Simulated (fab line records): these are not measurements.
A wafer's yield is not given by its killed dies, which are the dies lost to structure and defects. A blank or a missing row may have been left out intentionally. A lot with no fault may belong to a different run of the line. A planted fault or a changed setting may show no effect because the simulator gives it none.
fab line records	flow n5-finfet
record lots=6	wafers=18	last-day=19
route steps=1938 shown BEOL_M2@919 BEOL_M3@931 BEOL_M4@1111
lots untouched by any fault: they come from a run of this same line in which no faults occurred
start-h: the number of hours between the record's first day and the start of the first shown wafer of the lot	wait-h: hours elapsed since this lot's preceding step	" repeats the value in the row above	L1.1+2: one row covering several wafers at once	- no value, or no start was given	* or withheld: withheld	< > ~ a bound
route shown NAME@n: a module of which the file shows steps, and the number in the route of the first	usual: mean/standard deviation taken from wafers without a fault	same: alike in all rows	chamber/n: place in a boat	sites: per-site readings	_std_site: the standard deviation of these	_edge_site: mean of outer sites minus mean of inner sites	radius-mm: how far each site lies from the wafer's centre	mask NAME#n: copy n	behind: the tool/chamber that last shaped the wafer	hold: why the lot went on hold/how many hours it stayed there/how the hold came to an end	device: the transistor (n, p or np) that didn't switch	end of line: tests run on the same wafers once the route is complete	a step without rows: its recipe alone	killed: at the first sort, the dies lost to defects and structure; wafer yield is something else	map: dies across one wafer; x = killed, . = not, _ = none there
set.NAME: the setting as run; set.NAME@STEP: as run at that earlier step	model.NAME: the simulator's own value behind a step, which no gauge read
lots at some steps of the route; a table a step, a row a wafer
services: the hour from which a tool's chamber was out of use, counted from the record's first day as start-h (under 0 if before that day), plus the number of hours and why
## steps
# step N5_BEOL_M2_ANNEAL_95
# recipe temp-c=400	time-s=240	ambient=vacuum
# step N5_BEOL_M2_SPUTTER_96
# recipe material=Cu	target-thk-a=45	temp-c=-20	chamber-pressure-pa=0.07	power-w=withheld	time-s=8.29
# step N5_BEOL_M2_ECD_50
# recipe material=Cu	target-thk-a=3000
# step N5_BEOL_M2_ANNEAL_51
# recipe temp-c=225	time-s=90	ambient=N2
# step N5_BEOL_M2_CMP_52
# recipe stop-on=SiOC	t-overpolish-s=6.8	down-force-psi=1	platen-rpm=50	clearing-platen-down-force-psi=1.5	clearing-platen-rpm=50	post-cmp-clean=cu-alkaline	target-thk-nm=40	clearing-platen-pad-velocity-m-s=0.99484	pad-velocity-m-s=0.99484
# usual barrier-field-endpoint-s=24.8/0.59	clearing-platen-down-force-psi=1.500/0.0031	motor-current-A=5.8/0.54	overpolish-run-s=6.800/0.0093	platen-rpm=50.00/0.033	time-to-endpoint-s=63/3.2
lot.wafer	tool	chamber	start-h	wait-h	barrier-field-endpoint-s	clearing-platen-down-force-psi	motor-current-A	overpolish-run-s	platen-rpm	time-to-endpoint-s
L595.1	cmp-02	0	157.52	0.3	25.6	1.504	6.3	6.806	50.00	65
L595.4	"	1	"	"	25.2	1.502	5.4	6.791	50.01	64
L595.6	"	3	"	"	25.7	1.500	6.2	6.808	50.00	61
L596.3	cmp-01	0	160.81	0.2	25.0	1.499	5.3	6.797	50.00	63
L596.2	"	1	"	"	25.2	1.502	6.2	6.781	50.00	64
L596.6	"	0	"	"	25.8	1.499	5.2	6.819	49.94	64
L601.1	cmp-02	0	193.39	0.3	25.1	1.501	6.9	6.791	49.99	62
L601.4	"	1	"	"	24.7	1.502	5.3	6.801	49.97	63
L601.6	"	1	"	"	25.4	1.498	5.2	6.800	50.04	65
L613.3	cmp-04	1	276.84	0.2	24.6	1.507	6.1	6.801	49.96	64
L613.6	"	0	"	"	24.9	1.498	5.1	6.791	49.91	65
L613.5	"	1	"	"	25.9	1.506	6.4	6.796	49.98	66
L614.4	cmp-02	0	284.80	0.2	25.3	1.504	6.6	6.798	50.03	65
L614.5	"	2	"	"	24.5	1.507	5.8	6.799	49.99	58
L614.6	"	3	"	"	25.0	1.505	6.0	6.798	49.98	63
L617.4	cmp-02	0	314.41	0.1	24.7	1.500	6.4	6.790	50.02	63
L617.3	"	1	"	"	24.7	1.494	5.2	6.815	49.98	65
L617.2	"	3	"	"	25.7	1.502	6.2	6.796	50.00	67
# step N5_BEOL_M2_THK_MEAS_53
# recipe thk-meas-gauge=xrf	reads=Cu_of_BEOL_M2_ECD_50
# usual M2_THK=39.7/1.6
lot.wafer	tool	chamber	start-h	wait-h	M2_THK[nm]
L595.1	film-metro-01	-	157.74	-	37.2
L595.4	"	-	"	"	40.6
L595.6	"	-	"	"	38.4
L596.2	film-metro-02	-	161.11	-	40.4
L596.3	"	-	"	"	38.8
L596.6	"	-	"	"	39.6
L601.1	film-metro-01	-	193.69	-	40.9
L601.4	"	-	"	"	37.2
L601.6	"	-	"	"	41.8
L613.3	film-metro-01	-	277.09	-	39.2
L613.5	"	-	"	"	40.7
L613.6	"	-	"	"	37.8
L614.4	film-metro-02	-	285.02	-	41.8
L614.5	"	-	"	"	40.6
L614.6	"	-	"	"	42.4
L617.2	film-metro-01	-	314.71	-	38.3
L617.3	"	-	"	"	39.6
L617.4	"	-	"	"	38.8
# step N5_BEOL_M2_PRE_CLEAN_60
# recipe gas=NH3/H2	time-s=15	temp-c=*	rf-power-w=300
# step N5_BEOL_M2_CO_CAP_55
# recipe material=Co	target-thk-a=20	temp-c=200	precursor=CCTBA/H2	pressure-torr=30	time-s=102.1
# usual heater-power-outer-w=124/6.5	heater-power-w=235/16
lot.wafer	tool	chamber	start-h	wait-h	heater-power-outer-w	heater-power-w
L595.1	cvd-co-01	1	157.84	0.0	124	229
L595.4	"	0	"	"	126	267
L595.6	"	1	"	"	124	232
L596.2	cvd-co-02	2	161.18	0.0	113	214
L596.3	"	0	"	"	118	234
L596.6	"	0	"	"	120	234
L601.1	cvd-co-02	1	193.76	0.0	132	237
L601.4	"	0	"	"	118	231
L601.6	"	1	"	"	133	237
L613.3	cvd-co-01	1	277.25	0.0	121	231
L613.5	"	0	"	"	130	263
L613.6	"	2	"	"	128	226
L614.4	cvd-co-02	1	285.13	0.0	134	236
L614.5	"	0	"	"	118	235
L614.6	"	2	"	"	116	217
L617.2	cvd-co-02	1	314.78	0.0	135	243
L617.3	"	0	"	"	119	228
L617.4	"	0	"	"	118	233
# step N5_BEOL_M2_PRE_CLEAN_56
# recipe gas=NH3	time-s=15	temp-c=withheld	rf-power-w=300
# step N5_BEOL_M2_DEP_57
# recipe material=SiCN	target-thk-a=80	temp-c=withheld	precursor=3MS/NH3	pressure-torr=3	rf-w=202	time-s=14
# usual showerhead-plenum-p-Torr=3.668/0.01	throttle-valve-pct=8.9/0.5
lot.wafer	tool	chamber	start-h	wait-h	showerhead-plenum-p-Torr	throttle-valve-pct
L595.1	pecvd-03	1	157.99	0.0	3.668	9.1
L595.4	"	2	"	"	3.671	9.2
L595.6	"	1	"	"	3.676	9.1
L596.2	pecvd-01	1	161.30	0.0	3.665	9.3
L596.3	"	0	"	"	3.653	8.9
L596.6	"	0	"	"	3.658	8.7
L601.1	pecvd-03	1	193.88	0.0	3.661	8.8
L601.4	"	0	"	"	3.671	9.6
L601.6	"	2	"	"	3.674	9.1
L613.3	pecvd-03	2	277.37	0.0	3.669	8.1
L613.5	"	1	"	"	3.676	9.2
L613.6	"	2	"	"	3.669	8.1
L614.4	pecvd-01	0	285.22	0.0	3.657	8.8
L614.5	"	1	"	"	3.659	9.2
L614.6	"	2	"	"	3.679	8.2
L617.2	pecvd-01	2	314.91	0.0	3.676	8.6
L617.3	"	0	"	"	3.651	8.6
L617.4	"	2	"	"	3.672	8.4
# step N5_BEOL_M2_RS_MEAS_58
# recipe thk-meas-gauge=four-point-probe	reads=Co_of_BEOL_M2_CO_CAP_55+Cu_of_BEOL_M2_ECD_50+Co_of_BEOL_M2_CVD_47+TaN_of_BEOL_M2_ALD_84
# usual M2_RS=0.67/0.033
lot.wafer	tool	chamber	start-h	wait-h	M2_RS[ohm/sq]
L595.1	film-metro-01	-	158.06	0.0	0.72
L595.4	"	-	"	"	0.64
L595.6	"	-	"	"	0.69
L596.2	film-metro-01	-	161.37	0.1	0.66
L596.3	"	-	"	"	0.69
L596.6	"	-	"	"	0.67
L601.1	film-metro-02	-	193.95	0.0	0.64
L601.4	"	-	"	"	0.73
L601.6	"	-	"	"	0.62
L613.3	film-metro-02	-	277.44	0.1	0.68
L613.5	"	-	"	"	0.64
L613.6	"	-	"	"	0.70
L614.4	film-metro-01	-	285.28	0.0	0.64
L614.5	"	-	"	"	0.66
L614.6	"	-	"	"	0.62
L617.2	film-metro-02	-	315.00	0.1	0.70
L617.3	"	-	"	"	0.67
L617.4	"	-	"	"	0.68
# step N5_BEOL_M2_INSPECT_59
# recipe inspect-instrument=darkfield	mode=post-dep
# usual raw-defect-count=69/20
lot.wafer	tool	chamber	start-h	wait-h	raw-defect-count
L595.1	defect-inspect-01	-	158.08	0.0	62
L595.4	"	-	"	"	71
L595.6	"	-	"	"	50
L596.2	defect-inspect-01	-	161.40	0.0	70
L596.3	"	-	"	"	49
L596.6	"	-	"	"	34
L601.1	defect-inspect-02	-	193.97	0.0	41
L601.4	"	-	"	"	41
L601.6	"	-	"	"	54
L613.3	defect-inspect-02	-	277.46	0.0	62
L613.5	"	-	"	"	75
L613.6	"	-	"	"	52
L614.4	defect-inspect-02	-	285.30	0.0	44
L614.5	"	-	"	"	43
L614.6	"	-	"	"	60
L617.2	defect-inspect-01	-	315.02	0.0	49
L617.3	"	-	"	"	67
L617.4	"	-	"	"	84
# step N5_BEOL_M3_ILD_DEP_00
# recipe material=SiOC	target-thk-a=790	temp-c=350	precursor=DEMS/O2	pressure-torr=5	rf-w=500	time-s=15.3
# usual heater-power-outer-w=261/40	heater-power-w=481/70	showerhead-plenum-p-Torr=5.693/0.011	throttle-valve-pct=11.7/0.72
lot.wafer	tool	chamber	start-h	wait-h	heater-power-outer-w	heater-power-w	showerhead-plenum-p-Torr	throttle-valve-pct	model.SiOC_of_BEOL_M3_ILD_DEP_00.thk-nm
L595.1	pecvd-02	0	158.12	0.0	321	570	5.689	12.6	78.6
L595.4	"	1	"	"	291	557	5.698	11.8	79
L595.6	"	0	"	"	312	559	5.687	12.8	80
L596.2	pecvd-01	1	161.44	0.0	276	477	5.701	12.2	77
L596.3	"	0	"	"	261	478	5.689	11.2	76.4
L596.6	"	2	"	"	170	332	5.714	10.7	77.8
L601.1	pecvd-01	0	194.01	0.0	293	495	5.699	11.6	78
L601.4	"	0	"	"	287	492	5.689	11.4	79.4
L601.6	"	2	"	"	230	406	5.697	10.8	79.4
L613.3	pecvd-03	1	277.50	0.0	212	414	5.696	11.8	79
L613.5	"	0	"	"	266	504	5.685	13.1	50.4
L613.6	"	1	"	"	218	425	5.696	11.9	80.6
L614.4	pecvd-03	1	285.35	0.1	219	429	5.695	11.9	80
L614.5	"	0	"	"	303	547	5.696	13.3	49.8
L614.6	"	2	"	"	214	398	5.693	10.6	79.2
L617.2	pecvd-02	2	315.06	0.0	255	495	5.680	11.0	77.4
L617.3	"	2	"	"	256	487	5.675	11.4	78.4
L617.4	"	1	"	"	300	589	5.694	11.6	77
# step N5_BEOL_M3_THK_MEAS_01
# recipe reads=SiOC_of_BEOL_M3_ILD_DEP_00
# usual M3_ILD_THK=78.6/1.1
lot.wafer	tool	chamber	start-h	wait-h	M3_ILD_THK[nm]
L595.1	film-metro-01	-	158.19	0.0	78.6
L595.4	"	-	"	"	79.1
L595.6	"	-	"	"	79.9
L596.2	film-metro-02	-	161.50	0.1	77.0
L596.3	"	-	"	"	76.4
L596.6	"	-	"	"	77.8
L601.1	film-metro-02	-	194.08	0.0	78.0
L601.4	"	-	"	"	79.4
L601.6	"	-	"	"	79.4
L613.3	film-metro-01	-	277.57	0.1	79.0
L613.5	"	-	"	"	50.5
L613.6	"	-	"	"	80.7
L614.4	film-metro-02	-	285.41	0.0	80.1
L614.5	"	-	"	"	49.7
L614.6	"	-	"	"	79.1
L617.2	film-metro-02	-	315.14	0.1	77.5
L617.3	"	-	"	"	78.5
L617.4	"	-	"	"	77.1
# step N5_BEOL_M3_PECVD_72
# recipe material=SiO2	target-thk-a=160	temp-c=400	precursor=TEOS/O2	pressure-torr=5.5	rf-w=450	teos-flow-sccm=53.8	gas=O2	flow-sccm=3000	time-s=18
# step N5_BEOL_M3_HM_DEP_02
# recipe material=TiN	target-thk-a=200	temp-c=25	chamber-pressure-pa=0.49996
# step N5_BEOL_M3_COAT_61
# recipe resist=SOC	temp-c=250	time-s=60	spin-rpm=1500	resist-thk-nm=60
# step N5_BEOL_M3_COAT_62
# recipe resist=SiARC	temp-c=220	time-s=60	spin-rpm=1500	resist-thk-nm=12
# step N5_BEOL_M3_COAT_73
# recipe resist=underlayer	temp-c=205	time-s=60	spin-rpm=1500	resist-thk-nm=5
# step N5_BEOL_M3_COAT_05
# recipe resist=CAR-EUV	spin-rpm=1500	resist-thk-nm=30
# step N5_BEOL_M3_EBR_07
# recipe solvent=PGMEA	ebr-width-mm=1.5
# step N5_BEOL_M3_SOFTBAKE_06
# recipe temp-c=110	time-s=60	resist=CAR-EUV
# step N5_BEOL_M3_EXPOSE_08
# recipe mask-id=M3	na=0.33	source-shape=dipole	sigma-inner=0.369	sigma-outer=0.767	polarization=unpolarized	dose-mj=33
# step N5_BEOL_M3_PEB_09
# recipe peb-temp-c=100	peb-time-s=60	resist=CAR-EUV
# step N5_BEOL_M3_DEVELOP_10
# recipe develop-time-s=30	developer=TMAH	resist=CAR-EUV	rinse-liquid=surfactant-rinse	dry=air-spin	dev-temp-c=23
# step N5_BEOL_M3_CD_MEAS_11
# recipe target-cd-nm=17.05	landing-energy-ev=500	detector=se-inlens	polarity=opening
# usual cd-nm=16.99/0.25
lot.wafer	tool	chamber	start-h	wait-h	cd-nm
L595.1	cd-sem-02	0	158.67	-	16.89
L595.4	"	0	"	"	17.16
L595.6	"	0	"	"	17.16
L596.2	cd-sem-03	0	162.11	-	16.68
L596.3	"	0	"	"	17.09
L596.6	"	0	"	"	17.17
L601.1	cd-sem-02	0	195.21	-	16.46
L601.4	"	0	"	"	16.96
L601.6	"	0	"	"	16.84
L613.3	cd-sem-01	0	280.33	-	17.22
L613.5	"	0	"	"	16.89
L613.6	"	0	"	"	17.09
L614.4	cd-sem-03	0	286.46	-	17.20
L614.5	"	0	"	"	16.80
L614.6	"	0	"	"	16.77
L617.2	cd-sem-01	0	317.05	-	17.23
L617.3	"	0	"	"	17.11
L617.4	"	0	"	"	16.97
# step N5_BEOL_M3_OVL_MEAS_12
# recipe points-per-wafer=522
# usual M3_OVL=0.0/0.63
lot.wafer	tool	chamber	start-h	wait-h	M3_OVL[nm]
L595.1	overlay-02	0	158.70	0.0	-0.5
L595.4	"	0	"	"	-0.8
L595.6	"	0	"	"	-0.9
L596.2	overlay-01	0	162.15	0.0	-0.2
L596.3	"	0	"	"	0.0
L596.6	"	0	"	"	-0.1
L601.1	overlay-02	0	195.24	0.0	0.0
L601.4	"	0	"	"	1.0
L601.6	"	0	"	"	0.6
L613.3	overlay-02	0	280.37	0.0	-0.5
L613.5	"	0	"	"	-0.8
L613.6	"	0	"	"	-1.2
L614.4	overlay-01	0	286.51	0.0	0.0
L614.5	"	0	"	"	-0.5
L614.6	"	0	"	"	0.5
L617.2	overlay-02	0	317.08	0.0	0.8
L617.3	"	0	"	"	-0.2
L617.4	"	0	"	"	0.6
# step N5_BEOL_M3_INSPECT_13
# recipe mode=adi	inspect-instrument=brightfield
# usual raw-defect-count=389/76
lot.wafer	tool	chamber	start-h	wait-h	raw-defect-count
L595.1	defect-inspect-01	-	158.76	0.1	441
L595.4	"	-	"	"	372
L595.6	"	-	"	"	403
L596.2	defect-inspect-01	-	162.20	0.0	359
L596.3	"	-	"	"	287
L596.6	"	-	"	"	247
L601.1	defect-inspect-01	-	195.30	0.1	351
L601.4	"	-	"	"	392
L601.6	"	-	"	"	324
L613.3	defect-inspect-01	-	280.41	0.0	377
L613.5	"	-	"	"	497
L613.6	"	-	"	"	455
L614.4	defect-inspect-01	-	286.55	0.0	371
L614.5	"	-	"	"	273
L614.6	"	-	"	"	389
L617.2	defect-inspect-02	-	317.14	0.0	372
L617.3	"	-	"	"	302
L617.4	"	-	"	"	420
# step N5_BEOL_M3_DESCUM_16
# recipe chemistry=O2	time-s=7	source-power-w=50	bias-power-w=20	pressure-mtorr=20	rf-frequency-hz=2.712e+07	temp-c=40	resist=CAR-EUV	o2-flow-sccm=225
# usual drypump-motor-current-A=5.7/0.35	oes-product-au=0.76/0.074	rf-vpp-V=243.2/1.4	showerhead-plenum-p-Torr=2.11/0.068	throttle-valve-pct=20.67/0.18
lot.wafer	tool	chamber	start-h	wait-h	drypump-motor-current-A	oes-product-au	rf-hours-counter-h	rf-vpp-V	showerhead-plenum-p-Torr	throttle-valve-pct
L595.1	rie-diel-01	3	158.79	0.0	6.5	0.73	177	242.2	1.99	20.46
L595.4	"	1	"	"	6.0	0.74	176	242.7	2.08	20.65
L595.6	"	3	"	"	6.4	0.74	-	241.1	1.99	20.44
L596.2	rie-diel-02	1	162.23	0.0	5.6	0.74	182	245.3	2.17	20.69
L596.3	"	0	"	"	5.8	0.88	48	242.6	2.05	20.08
L596.6	"	2	"	"	5.6	0.72	-	242.7	2.05	20.60
L601.1	rie-diel-03	2	195.33	0.0	5.4	0.76	151	243.4	2.09	20.78
L601.4	"	0	"	"	5.4	0.75	184	242.4	2.10	20.61
L601.6	"	2	"	"	5.4	0.75	-	243.5	2.09	20.80
L613.3	rie-diel-01	2	280.58	0.2	5.5	0.71	195	245.6	2.15	20.79
L613.5	"	3	"	"	6.4	0.71	-	240.5	1.97	20.50
L613.6	"	2	"	"	5.5	0.71	-	243.6	2.15	20.80
L614.4	rie-diel-03	0	286.58	0.0	5.4	0.72	204	242.3	2.09	20.64
L614.5	"	2	"	"	5.3	0.74	-	242.0	2.09	20.83
L614.6	"	1	"	"	5.9	0.89	-	245.3	2.22	20.50
L617.2	rie-diel-02	3	317.24	0.1	5.0	0.88	55	244.9	2.24	20.68
L617.3	"	0	"	"	5.8	0.81	88	242.0	2.04	20.13
L617.4	"	2	"	"	5.6	0.69	232	242.4	2.04	20.66
# step N5_BEOL_M3_ETCH_74
# recipe chemistry=N2/H2	target=underlayer	target-depth-a=65	mask-material=CAR-EUV	time-s=5.2	ion-energy-ev=200	pressure-mtorr=30	source-w=840	bias-w=150	n2-flow-sccm=200	h2-flow-sccm=200	ends=cleared
# step N5_BEOL_M3_ETCH_63
# recipe chemistry=CF4	target=SiARC	target-depth-a=156	mask-material=CAR-EUV	time-s=26	ion-energy-ev=80	pressure-mtorr=40	source-w=545	bias-w=36	Ar_flow_sccm=100	cf4-flow-sccm=100	ends=cleared
# step N5_BEOL_M3_ETCH_64
# recipe chemistry=N2/H2	target=SOC	target-depth-a=750	overetch-a=150	mask-material=SiARC	temp-c=40	time-s=112.5	ion-energy-ev=200	pressure-mtorr=30	source-w=840	bias-w=150	n2-flow-sccm=200	h2-flow-sccm=200
# step N5_BEOL_M3_STRIP_65
# recipe chemistry=N2/H2	temp-c=40	n2-flow-sccm=200	h2-flow-sccm=200	rf-frequency-hz=6e+07
# step N5_BEOL_M3_STRIP_75
# recipe chemistry=N2/H2	temp-c=40	n2-flow-sccm=200	h2-flow-sccm=200	rf-frequency-hz=6e+07
# step N5_BEOL_M3_STRIP_66
# recipe chemistry=CF4	resist=SiARC	power-w=300	bias-power-w=75	pressure-mtorr=50	cf4-flow-sccm=150	rf-frequency-hz=6e+07
# step N5_BEOL_M3_HM_OPEN_17
# recipe chemistry=Cl2/BCl3	target-depth-a=200	overetch-a=60	target=TiN	mask-material=SOC	ion-energy-ev=150	pressure-mtorr=10	icp-w=1000	bias-w=126	Cl2_flow_sccm=53.25	bcl3-flow-sccm=21.75	Ar_flow_sccm=25
# step N5_BEOL_M3_STRIP_19
# recipe chemistry=O2	power-w=400	temp-c=40	pressure-mtorr=30	rf-frequency-hz=6e+07	bias-power-w=0	overash-fraction=0.2	o2-flow-sccm=225
# usual drypump-motor-current-A=5.7/0.35	oes-product-au=0.76/0.072	rf-vpp-V=3.6/0.48	showerhead-plenum-p-Torr=2.11/0.071	throttle-valve-pct=16.89/0.2
lot.wafer	tool	chamber	start-h	wait-h	drypump-motor-current-A	oes-product-au	rf-hours-counter-h	rf-vpp-V	showerhead-plenum-p-Torr	throttle-valve-pct
L595.1	rie-diel-02	1	159.20	0.1	5.6	0.73	181	3.7	2.18	16.90
L595.4	"	0	"	"	5.8	0.86	47	4.4	2.06	16.32
L595.6	"	1	"	"	5.6	0.73	-	3.7	2.18	16.90
L596.2	rie-diel-03	0	162.68	0.2	5.5	0.75	174	3.5	2.11	16.81
L596.3	"	2	"	"	5.3	0.77	140	3.7	2.10	16.99
L596.6	"	3	"	"	5.5	0.75	-	4.0	2.10	17.14
L601.1	rie-diel-02	2	195.70	0.1	5.6	0.71	199	3.8	2.05	16.86
L601.4	"	1	"	"	5.6	0.73	190	3.8	2.18	16.92
L601.6	"	3	"	"	5.0	0.94	-	3.4	2.25	16.80
L613.3	rie-diel-03	2	281.14	0.2	5.4	0.74	171	4.4	2.09	17.05
L613.5	"	3	"	"	5.5	0.73	-	3.7	2.09	17.18
L613.6	"	2	"	"	5.3	0.74	-	4.1	2.09	17.03
L614.4	rie-diel-01	0	287.03	0.1	5.7	0.69	219	3.3	2.09	17.05
L614.5	"	1	"	"	6.0	0.72	-	2.4	2.07	17.00
L614.6	"	2	"	"	5.5	0.71	-	3.4	2.16	17.09
L617.2	rie-diel-02	2	317.60	0.1	5.6	0.68	232	4.0	2.04	16.92
L617.3	"	1	"	"	5.6	0.70	222	4.2	2.16	16.97
L617.4	"	3	"	"	5.0	0.88	55	3.5	2.24	16.86
# step N5_BEOL_M3_CD_MEAS_18
# recipe pitch-nm=36	target-cd-nm=18
# usual cd-nm=18.0/0.36
lot.wafer	tool	chamber	start-h	wait-h	cd-nm
L595.1	cd-sem-03	-	159.27	0.0	18.4
L595.4	"	-	"	"	18.5
L595.6	"	-	"	"	18.3
L596.2	cd-sem-03	-	162.75	0.1	18.1
L596.3	"	-	"	"	18.3
L596.6	"	-	"	"	18.4
L601.1	cd-sem-02	-	195.77	0.0	18.6
L601.4	"	-	"	"	17.6
L601.6	"	-	"	"	17.8
L613.3	cd-sem-01	-	281.21	0.1	18.8
L613.5	"	-	"	"	18.4
L613.6	"	-	"	"	18.4
L614.4	cd-sem-02	-	287.11	0.1	18.0
L614.5	"	-	"	"	18.7
L614.6	"	-	"	"	17.5
L617.2	cd-sem-01	-	317.67	0.1	17.8
L617.3	"	-	"	"	17.9
L617.4	"	-	"	"	18.1
# step N5_BEOL_M3_COAT_67
# recipe resist=SOC	temp-c=250	time-s=60	spin-rpm=1500	resist-thk-nm=60
# step N5_BEOL_M3_COAT_68
# recipe resist=SiARC	temp-c=220	time-s=60	spin-rpm=1500	resist-thk-nm=12
# step N5_BEOL_M3_COAT_76
# recipe resist=underlayer	temp-c=205	time-s=60	spin-rpm=1500	resist-thk-nm=5
# step N5_BEOL_M3_COAT_22
# recipe resist=CAR-EUV	spin-rpm=1500	resist-thk-nm=30
# step N5_BEOL_M3_CMP_52
# recipe stop-on=SiOC	t-overpolish-s=6.8	down-force-psi=1	platen-rpm=50	clearing-platen-down-force-psi=1.5	clearing-platen-rpm=50	post-cmp-clean=cu-alkaline	target-thk-nm=40	clearing-platen-pad-velocity-m-s=0.99484	pad-velocity-m-s=0.99484
# usual clearing-platen-down-force-psi=1.500/0.003	motor-current-A=6.0/0.91	platen-rpm=50.00/0.033
lot.wafer	tool	chamber	start-h	wait-h	clearing-platen-down-force-psi	motor-current-A	platen-rpm	model.SiOC_of_BEOL_M3_ILD_DEP_00.thk-nm	model.Cu_of_BEOL_M3_ECD_50.thk-nm
L595.4	cmp-03	2	165.99	0.2	1.502	6.2	50.02	76	39.6
L595.1	"	3	"	"	1.502	4.7	49.95	75.6	40.8
L595.6	"	2	"	"	1.497	6.7	50.03	77	41.4
L596.2	cmp-01	3	176.11	0.3	1.504	5.1	49.95	74	38
L596.3	"	1	"	"	1.493	6.0	50.07	73.4	37.6
L596.6	"	2	"	"	1.498	5.7	49.94	74.8	37.8
L601.4	cmp-02	0	203.69	0.1	1.497	6.7	49.98	76.4	39.6
L601.1	"	1	"	"	1.499	5.2	49.96	75	40.2
L601.6	"	1	"	"	1.504	5.1	49.94	76.4	42
L613.3	cmp-03	0	291.15	0.3	1.498	7.5	49.98	76	40.6
L613.6	"	1	"	"	1.496	6.0	49.98	77.6	41.8
L613.5	"	2	"	"	1.503	6.2	50.02	47.4	12.4
L614.4	cmp-02	0	301.83	0.1	1.503	6.7	49.97	77	41.6
L614.5	"	0	"	"	1.499	6.5	50.02	46.8	10.4
L614.6	"	1	"	"	1.503	5.0	50.06	76.2	39.2
L617.3	cmp-03	1	326.31	0.2	1.506	5.6	50.11	75.4	38.6
L617.4	"	2	"	"	1.496	6.1	49.94	74	37.8
L617.2	"	3	"	"	1.498	4.8	49.98	74.4	38.6
# step N5_BEOL_M4_RC_MEAS_101
# usual DIBL_N=35.1/1.6	DIBL_P=34.9/1.8	IOFF_N=0.143/0.026	IOFF_P=0.21/0.037	ION_N=671/11	ION_P=463/7.8	SS_N=71.2/0.58	SS_P=73.0/0.54	VT_N=251/3	VT_P=-250/4.1
lot.wafer	tool	chamber	start-h	wait-h	DIBL_N[mV/V]	DIBL_P[mV/V]	IOFF_N[nA/um]	IOFF_P[nA/um]	ION_N[uA/um]	ION_P[uA/um]	SS_N[mV/dec]	SS_P[mV/dec]	VT_N[mV]	VT_P[mV]
L595.1	prober-01	0	177.79	0.0	32.6	32.1	0.117	0.17	663	468	70.9	72.8	251	-250
L595.4	"	0	"	"	33.8	34.2	0.144	0.21	674	466	71.5	72.6	249	-248
L595.6	"	0	"	"	34.9	34.4	0.143	0.20	674	468	72.1	73.3	251	-249
L596.2	prober-02	0	191.43	0.2	35.5	35.0	0.148	0.22	685	468	70.8	72.7	252	-248
L596.3	"	0	"	"	35.0	35.5	0.147	0.24	673	473	71.3	72.7	248	-246
L596.6	"	0	"	"	32.7	32.4	0.114	0.19	671	465	70.8	72.1	253	-248
L601.1	prober-01	0	236.98	0.0	34.0	32.9	0.116	0.15	658	451	71.4	72.6	255	-255
L601.4	"	0	"	"	36.9	36.6	0.158	0.17	677	456	71.6	73.3	251	-257
L601.6	"	0	"	"	35.9	34.9	0.134	0.17	660	452	71.6	73.3	251	-255
L613.3	prober-01	0	318.04	0.3	37.0	37.2	0.151	0.23	654	459	72.1	73.3	251	-246
L613.6	"	0	"	"	32.8	32.6	0.102	0.17	661	468	70.6	72.5	256	-249
L614.4	prober-01	0	331.26	0.5	36.4	36.4	0.153	0.22	671	468	71.5	72.9	252	-250
L614.6	"	0	"	"	34.2	33.7	0.117	0.19	657	454	71.1	72.9	253	-250
L617.2	prober-01	0	341.02	0.2	35.0	35.4	0.130	0.21	654	455	70.7	72.8	251	-247
L617.3	"	0	"	"	36.2	37.3	0.156	0.24	685	479	71.3	73.3	247	-245
L617.4	"	0	"	"	36.0	37.0	0.156	0.24	687	475	71.1	73.5	247	-243
## services
tool	chamber	start-h	hours	kind
cvd-co-02	-	135.12	4.3	pm
rie-diel-01	1	149.61	2.3	repair
rie-diel-01	2	150.61	2.8	repair
cvd-co-02	-	163.65	6.9	pm
pecvd-01	0	166.14	7.5	repair
pecvd-03	2	172.77	6.1	repair
cmp-03	-	173.24	4.4	repair
pecvd-01	-	175.72	2.8	pm
cmp-02	-	190.77	2.5	repair
cmp-03	-	203.97	4.0	pm
pecvd-01	-	216.05	2.1	repair
pecvd-01	-	227.20	4.2	repair
cmp-01	-	237.79	4.5	repair
rie-diel-03	-	238.74	15.6	pm
rie-diel-02	-	241.28	5.4	repair
cmp-03	-	248.53	0.6	repair
pecvd-02	-	250.45	0.5	repair
cvd-co-02	-	254.53	0.8	repair
rie-diel-03	0	260.05	1.3	repair
cmp-01	-	271.38	4.5	repair
cvd-co-02	1	301.81	3.3	repair
pecvd-01	1	308.21	9.5	repair
cmp-01	-	311.58	2.0	repair
cvd-co-02	-	316.03	2.8	pm
## key
first-sign step=N5_BEOL_M3_THK_MEAS_01	reading=M3_ILD_THK	direction=down	sigmas=26	usual=78.6	struck=50.1
effect none on later readings
model-effect step=N5_BEOL_M3_ILD_DEP_00	value=SiOC_of_BEOL_M3_ILD_DEP_00.thk-nm	without=80	struck=50.1
model-effect step=N5_BEOL_M3_CMP_52	value=SiOC_of_BEOL_M3_ILD_DEP_00.thk-nm	without=77	struck=47.1
met-at N5_BEOL_M3_ILD_DEP_00
struck-wafers L613.5,L614.5
later-rows-left-out L613.5,L614.5
sort-left-out L613.5,L614.5
fault kind=process-parameter-drift	tool=pecvd-03	chamber=-	onset-h=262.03	steps=N5_BEOL_M3_ILD_DEP_00	channel=time-s	offset=*	shape=step	end-h=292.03	scope=struck-wafers-only	acts-in=*	stated=*
# sort-left-out: the simulated sort isn't trusted on such a fault, so these wafers' sort isn't shown, and their yield isn't known
# later-rows-left-out: the simulator's readings of these wafers behind a module that went badly wrong aren't trusted and aren't shown, but for the sort
